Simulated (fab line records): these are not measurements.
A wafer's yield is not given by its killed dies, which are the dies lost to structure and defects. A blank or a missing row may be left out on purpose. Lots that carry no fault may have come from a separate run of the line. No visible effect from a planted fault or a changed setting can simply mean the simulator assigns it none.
Check of tool commonality || flow nand harc || 13 lots and 39 wafers in the sample

== REASON IT WAS OPENED ==
On 2 of the 13 lots, a flag is raised at NHARC_P_STI_INSPECT_11 on the reading raw defect count. Wafers without a fault read 4.9, standard deviation 2.9.
Rule: a lot is flagged in two cases, either no wafer of it has a number, or all its wafers with numbers fall more than 4 standard deviations from that mean. All remaining lots are regarded as sound.

{"lot": "L415", "measured": "day 3 09:46", "on": "defect inspect-02", "raw defect count, wafer by wafer": "8 12 7", "flag": ""}
{"lot": "L416", "measured": "day 3 21:12", "on": "defect inspect-02", "raw defect count, wafer by wafer": "5 3 2", "flag": ""}
{"lot": "L418", "measured": "day 4 11:56", "on": "defect inspect-02", "raw defect count, wafer by wafer": "3 5 2", "flag": ""}
{"lot": "L419", "measured": "day 5 01:08", "on": "defect inspect-02", "raw defect count, wafer by wafer": "3 7 3", "flag": ""}
{"lot": "L422", "measured": "day 6 04:27", "on": "defect inspect-02", "raw defect count, wafer by wafer": "8 6 4", "flag": ""}
{"lot": "L423", "measured": "day 6 12:49", "on": "defect inspect-02", "raw defect count, wafer by wafer": "2 4 2", "flag": ""}
{"lot": "L424", "measured": "day 6 23:39", "on": "defect inspect-02", "raw defect count, wafer by wafer": "6 8 8", "flag": ""}
{"lot": "L425", "measured": "day 7 08:41", "on": "defect inspect-01", "raw defect count, wafer by wafer": "5 6 0", "flag": ""}
{"lot": "L426", "measured": "day 7 20:23", "on": "defect inspect-01", "raw defect count, wafer by wafer": "6 2 0", "flag": ""}
{"lot": "L427", "measured": "day 8 06:37", "on": "defect inspect-02", "raw defect count, wafer by wafer": "6 5 4", "flag": ""}
{"lot": "L431", "measured": "day 9 23:19", "on": "defect inspect-02", "raw defect count, wafer by wafer": "1 5 4", "flag": ""}
{"lot": "L436", "measured": "day 11 23:55", "on": "defect inspect-01", "raw defect count, wafer by wafer": "794 801 795", "flag": "FLAGGED"}
{"lot": "L437", "measured": "day 12 10:01", "on": "defect inspect-01", "raw defect count, wafer by wafer": "785 833 807", "flag": "FLAGGED"}
Averaged over the flagged lots the numbers come to 802.5, +797.6 from the usual (+99 or more standard deviations).

== TOOL THAT RAN EACH LOT ==
The record keeps 1 process step preceding the reading, out of 1302 steps on the route. In each cell: the tool, then ch and the chambers that the sampled wafers went through, then the start.
{"lot": "L415", "flag": "", "NHARC_P_STI_ETCH_26": "wet bench-05 ch 3,4,7, day 2 13:43"}
{"lot": "L416", "flag": "", "NHARC_P_STI_ETCH_26": "wet bench-09 ch 1,3,4, day 2 23:36"}
{"lot": "L418", "flag": "", "NHARC_P_STI_ETCH_26": "wet bench-05 ch 2,3,6, day 3 19:44"}
{"lot": "L419", "flag": "", "NHARC_P_STI_ETCH_26": "wet bench-05 ch 5,6,7, day 4 05:45"}
{"lot": "L422", "flag": "", "NHARC_P_STI_ETCH_26": "wet bench-05 ch 0,2,7, day 5 11:49"}
{"lot": "L423", "flag": "", "NHARC_P_STI_ETCH_26": "wet bench-05 ch 1,2,6, day 5 21:41"}
{"lot": "L424", "flag": "", "NHARC_P_STI_ETCH_26": "wet bench-05 ch 0,1,4, day 6 07:36"}
{"lot": "L425", "flag": "", "NHARC_P_STI_ETCH_26": "wet bench-09 ch 2,3,7, day 6 18:12"}
{"lot": "L426", "flag": "", "NHARC_P_STI_ETCH_26": "wet bench-09 ch 2,5,6, day 7 03:38"}
{"lot": "L427", "flag": "", "NHARC_P_STI_ETCH_26": "wet bench-09 ch 5,6,7, day 7 13:44"}
{"lot": "L431", "flag": "", "NHARC_P_STI_ETCH_26": "wet bench-05 ch 0,1,5, day 9 05:33"}
{"lot": "L436", "flag": "FLAGGED", "NHARC_P_STI_ETCH_26": "wet bench-05 ch 0,2,3, day 11 07:49"}
{"lot": "L437", "flag": "FLAGGED", "NHARC_P_STI_ETCH_26": "wet bench-05 ch 0,1,4, day 11 17:47"}
What these steps do:
- NHARC_P_STI_ETCH_26: etches SiO2 in dHF, target depth 11 nm.
- NHARC_P_STI_INSPECT_11

== FLAGGED AGAINST TOTAL, ONE TOOL AT A TIME (gauges that did the reading follow at the end) ==
{"step": "NHARC_P_STI_ETCH_26", "tool": "wet bench-05", "lots run": 9, "flagged": 2, "share of the flagged lots": "all", "sound lots run after its first flagged lot": 0}
{"step": "NHARC_P_STI_ETCH_26", "tool": "wet bench-09", "lots run": 4, "flagged": 0, "share of the flagged lots": "none", "sound lots run after its first flagged lot": "-"}
{"step": "NHARC_P_STI_INSPECT_11", "tool": "defect inspect-01", "lots run": 4, "flagged": 2, "share of the flagged lots": "all", "sound lots run after its first flagged lot": 0}
{"step": "NHARC_P_STI_INSPECT_11", "tool": "defect inspect-02", "lots run": 9, "flagged": 0, "share of the flagged lots": "none", "sound lots run after its first flagged lot": "-"}

== WHAT THE TABLE PERMITS ==
2 rows of the table ran every flagged lot: wet bench-05 at NHARC_P_STI_ETCH_26, defect inspect-01 at NHARC_P_STI_INSPECT_11.
- wet bench-05 at NHARC_P_STI_ETCH_26 ran 9 lots, 2 of them flagged. Last sound lot L431 at day 9 05:33, first flagged lot L436 at day 11 07:49; a fault beginning in between fits.
- defect inspect-01 at NHARC_P_STI_INSPECT_11 ran 4 lots, 2 of them flagged. Last sound lot L426 at day 7 20:23, first flagged lot L436 at day 11 23:55; a fault beginning in between fits.
Counting lots can't tell these 2 tools apart, because each fits a fault that began at some hour. More lots, or a look at what each step does to the wafer, might.

== WHAT THE SIMULATOR PUT IN ==
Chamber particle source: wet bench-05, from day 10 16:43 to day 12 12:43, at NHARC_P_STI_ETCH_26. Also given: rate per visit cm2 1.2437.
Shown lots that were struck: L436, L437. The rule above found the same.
